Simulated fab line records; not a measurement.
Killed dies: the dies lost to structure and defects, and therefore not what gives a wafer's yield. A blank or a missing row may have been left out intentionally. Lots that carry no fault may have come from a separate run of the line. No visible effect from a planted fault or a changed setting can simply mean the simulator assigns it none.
A struck lot beside a sound one / flow n5_finfet / 15 out of 1938 route steps
Sound: wafers L687.1, L687.3, L687.4. Struck: wafers L682.4, L682.5, L682.6. Last of all comes the cause.
Each step with rows lists, per side, the tool, then ch with its chambers, then its first start. Under that, the readings that differ: sound wafers / struck wafers / difference of the means / sigmas: that difference in standard deviations of wafers without a fault.
alike: a reading whose means differ by less than 2 such deviations, as well as words and numbers matching on both sides. not compared: withheld readings; readings where some wafer has no value; bounds like >300 that might hide an equal value; numbers whose values overlap and for which the record gives no deviation.
A row with sigmas, a row that says differs or no value, or rows on one side alone: a step with any of these is where the two part. Numbers that have no deviation but don't overlap get no sigmas and don't part them. Lack of a reading on every wafer of one side parts them only where that side has two or more wafers.

first, 2 steps without rows for these wafers: N5_BEOL_M0_CUTY_PEB_55 (peb time 60 s); N5_BEOL_M0_CUTY_DEVELOP_56 (develop time 30 s).
N5_BEOL_M0_CUTY_CD_MEAS_57: the cd target is 200 nm.
  sound on cd_sem-01 ch 0, day 9 12:14; struck on cd_sem-03 ch 0, day 8 05:06
  alike: cd_nm
N5_BEOL_M0_CUTY_OVL_MEAS_58:
  sound on overlay-02 ch 0, day 9 12:16; struck on overlay-01 ch 0, day 8 05:08
reading=M0_ABLK_OVL (nm); sound=1.8 0.6 0.9; struck=-1.0 -0.2 -0.3; difference=-1.6; sigmas=-2
N5_BEOL_M0_CUTY_INSPECT_59: inspects for defects (macro).
  sound on defect_inspect-01, day 9 12:17; struck on defect_inspect-01, day 8 05:09
reading=raw_defect_count; sound=0 1 2; struck=4 3 4; difference=+3; sigmas=+2
N5_BEOL_M0_CUTY_DESCUM_61: chemistry O2, time 7.9 s.
  sound on rie_diel-06 ch 1,2,3, day 9 12:19; struck on rie_diel-06 ch 0,1,3, day 8 05:12
reading=rf_hours_counter_h (h); sound=7 209 147; struck=- - -; difference=no value on the struck wafers; sigmas=
  alike: drypump_motor_current_A, oes_product_au, rf_vpp_V, showerhead_plenum_p_Torr, throttle_valve_pct
N5_BEOL_M0_CUTY_ETCH_62: etches SiARC in CF4, time 58.5 s.
  sound on rie_diel-06 ch 1,2,3, day 9 12:22; struck on rie_diel-06 ch 0,1,3, day 8 05:14
reading=rf_hours_counter_h (h); sound=7 209 147; struck=- - -; difference=no value on the struck wafers; sigmas=
  alike: drypump_motor_current_A, etch_rf_on_time_s, oes_product_au, rf_vpp_V, showerhead_plenum_p_Torr, throttle_valve_pct
N5_BEOL_M0_CUTY_ETCH_63: etches SOC in N2/H2, target depth 82.7 nm, overetch 16.5 nm, time 124 s.
  sound on rie_diel-06 ch 1,2,3, day 9 12:24; struck on rie_diel-06 ch 0,1,3, day 8 05:19
reading=rf_hours_counter_h (h); sound=7 209 147; struck=- - -; difference=no value on the struck wafers; sigmas=
  alike: drypump_motor_current_A, oes_product_au, rf_vpp_V, showerhead_plenum_p_Torr, throttle_valve_pct
then, 2 steps without rows for these wafers: N5_BEOL_M0_CUTY_STRIP_64 (strips in N2/H2); N5_BEOL_M0_ETCH_138 (etches SiCN in CH3F/O2, target depth 12 nm, time 31.6 s).
N5_BEOL_M0_HM_OPEN_105: chemistry Cl2/BCl3, target TiN, target depth 12 nm.
  sound on rie_metal-03 ch 0,1, day 9 12:41; struck on rie_metal-02 ch 0,1, day 8 05:52
  alike: drypump_motor_current_A, oes_ar_750_au, oes_product_au, throttle_valve_pct
  not compared: rf_hours_counter_h
N5_BEOL_M0_STRIP_140: strips in CF4.
  sound on rie_diel-06 ch 0,1,3, day 9 12:52; struck on rie_diel-05 ch 1,3, day 8 06:04
reading=rf_hours_counter_h (h); sound=209 147 246; struck=- - -; difference=no value on the struck wafers; sigmas=
  alike: bias_power_w, cf4_flow_sccm, drypump_motor_current_A, oes_product_au, power_w, rf_vpp_V, showerhead_plenum_p_Torr, throttle_valve_pct
N5_BEOL_M0_STRIP_104: strips in N2/H2.
  sound on rie_diel-06 ch 0,1,3, day 9 12:53; struck on rie_diel-05 ch 1,3, day 8 06:06
  no value came back on the struck wafers for any of 9 readings (bias_power_w (W), chamber_pressure_mTorr (mTorr) and others); on the sound wafers bias_power_w (W) reads 6.996 6.984 7.018
reading=model.SOC_of_BEOL_M0_SAQP_COAT_69.thk_nm (nm); sound=0 0 0; struck=70.2 70 70.6; difference=+70.3; sigmas=
then, 1 step without rows for these wafers: N5_BEOL_M0_WET_ETCH_106 (etches SiO2 in DHF, target depth 130 nm, rinse time 30 s).
N5_PASSIVATION_PROBE_49:
  the record holds rows for the sound wafers here (prober-01, day 16 00:31) but none for the struck ones

## WHERE THEY PART
At N5_BEOL_M0_CUTY_OVL_MEAS_58 first; at N5_PASSIVATION_PROBE_49 last (within this record only).

WHY: what the simulator had put in
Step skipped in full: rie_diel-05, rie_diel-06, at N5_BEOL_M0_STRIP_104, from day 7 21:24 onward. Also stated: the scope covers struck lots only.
